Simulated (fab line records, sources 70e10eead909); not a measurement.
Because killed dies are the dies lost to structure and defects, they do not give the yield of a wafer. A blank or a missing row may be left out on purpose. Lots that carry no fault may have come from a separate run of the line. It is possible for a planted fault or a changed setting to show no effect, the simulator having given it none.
A lot that was struck, set against a sound lot / flow nand-harc / 15 steps out of a route of 1302
Sound: wafers L150.1, L150.2, L150.4. Struck: wafers L140.2, L140.6 (left out: L140.3, a lot-mate that was not struck); the cause follows at the end.
Each step with rows lists, per side, the tool, then ch with its chambers, then its first start. Under that, the readings that differ: sound wafers / struck wafers / difference of the means / sigmas: that difference in standard deviations of wafers without a fault.
alike: readings with means less than 2 such deviations apart, plus words and numbers identical on both sides. not compared: withheld readings, readings lacking a value on some wafer, bounds such as >300 that could conceal the same value, and numbers that have no deviation in the record and whose values overlap.
A row with sigmas, a row that says differs or no value, or rows on one side alone: a step with any of these is where the two part. Numbers that have no deviation but don't overlap get no sigmas and don't part them. A reading that every wafer of one side lacks parts them only if that side has two wafers or more.

NHARC_A_ONON_D2_THK_MEAS_14: measures by ellipsometry.
  sound on film-metro-02 at day 20 10:17; struck on film-metro-01 at day 16 06:36
reading=thk-nm (nm); sound=991 990 990; struck=1013 1012; difference=+22; sigmas=+3
then, 2 steps without rows for these wafers: NHARC_A_ONON_D2_ANNEAL_15 (time 3600 s); NHARC_A_ONON_D2_DEP_16 (target thk 1000 nm).
NHARC_A_ONON_D2_THK_MEAS_18: measures by ellipsometry.
  sound on film-metro-01 at day 20 17:36; struck on film-metro-01 at day 16 13:56
  alike: thk-nm
following that, 1 step holds no rows for these wafers, namely NHARC_A_ONON_D2_DEP_19 (target thickness 1000 nm).
NHARC_A_ONON_D2_THK_MEAS_21: measures by ellipsometry.
  sound on film-metro-01 at day 20 18:10; struck on film-metro-01 at day 16 14:30
  alike: thk-nm
following that, 1 step holds no rows for these wafers, namely NHARC_A_ONON_D2_DEP_22 (target thickness 1000 nm).
NHARC_A_ONON_D2_THK_MEAS_24: measures by ellipsometry.
  sound on film-metro-01 at day 20 18:44; struck on film-metro-01 at day 16 15:04
  alike: thk-nm
following that, 1 step holds no rows for these wafers, namely NHARC_A_ONON_D2_DEP_25 (target thickness 1000 nm).
NHARC_A_ONON_D2_THK_MEAS_27: measures by ellipsometry.
  sound on film-metro-02 at day 20 19:18; struck on film-metro-01 at day 16 15:38
reading=thk-nm (nm); sound=1008 1004 1007; struck=977 978; difference=-29; sigmas=-3
following that, 1 step holds no rows for these wafers, namely NHARC_A_ONON_D2_DEP_28 (target thickness 1000 nm).
NHARC_A_ONON_D2_THK_MEAS_30: measures by ellipsometry.
  sound on film-metro-02 at day 20 19:52; struck on film-metro-01 at day 16 16:13
  alike: thk-nm
NHARC_A_ONON_D2_DEP_33: deposits SiO2, target thk 200 nm.
  sound on pecvd-02 ch 0,2, day 20 19:56; struck on pecvd-04 ch 2, day 16 16:19
reading=heater-power-w (W); sound=511 587 438; struck=292 302; difference=-215; sigmas=-3
reading=rf-fwd-power-W (W); sound=899.1 888.9 897.4; struck=1261.2 1260.1; difference=+365.5; sigmas=+99 or more
reading=showerhead-vpp-V (V); sound=1922 1875 1881; struck=2078 2126; difference=+209; sigmas=+2
  alike: throttle-valve-pct
NHARC_A_ONON_D2_THK_MEAS_34: measures by ellipsometry.
  sound on film-metro-02 at day 20 20:29; struck on film-metro-01 at day 16 16:41
reading=thk-nm (nm); sound=199.9 198.5 201.2; struck=216.8 220.6; difference=+18.8; sigmas=+8
-- jump in the record: it breaks off in module A_ONON_D2 and resumes in module END (first step shown: number 1302 of the route), and 13 days separate the struck wafers' starts before and after --
NHARC_END_SORT_01:
  only the struck wafers appear in the record here, on prober-02 ch 0 at day 29 09:52; the sound ones have no rows

## WHERE THEY PART
Last at NHARC_END_SORT_01 as far as this record goes, first at NHARC_A_ONON_D2_THK_MEAS_14.

WHY: whatever the simulator had introduced
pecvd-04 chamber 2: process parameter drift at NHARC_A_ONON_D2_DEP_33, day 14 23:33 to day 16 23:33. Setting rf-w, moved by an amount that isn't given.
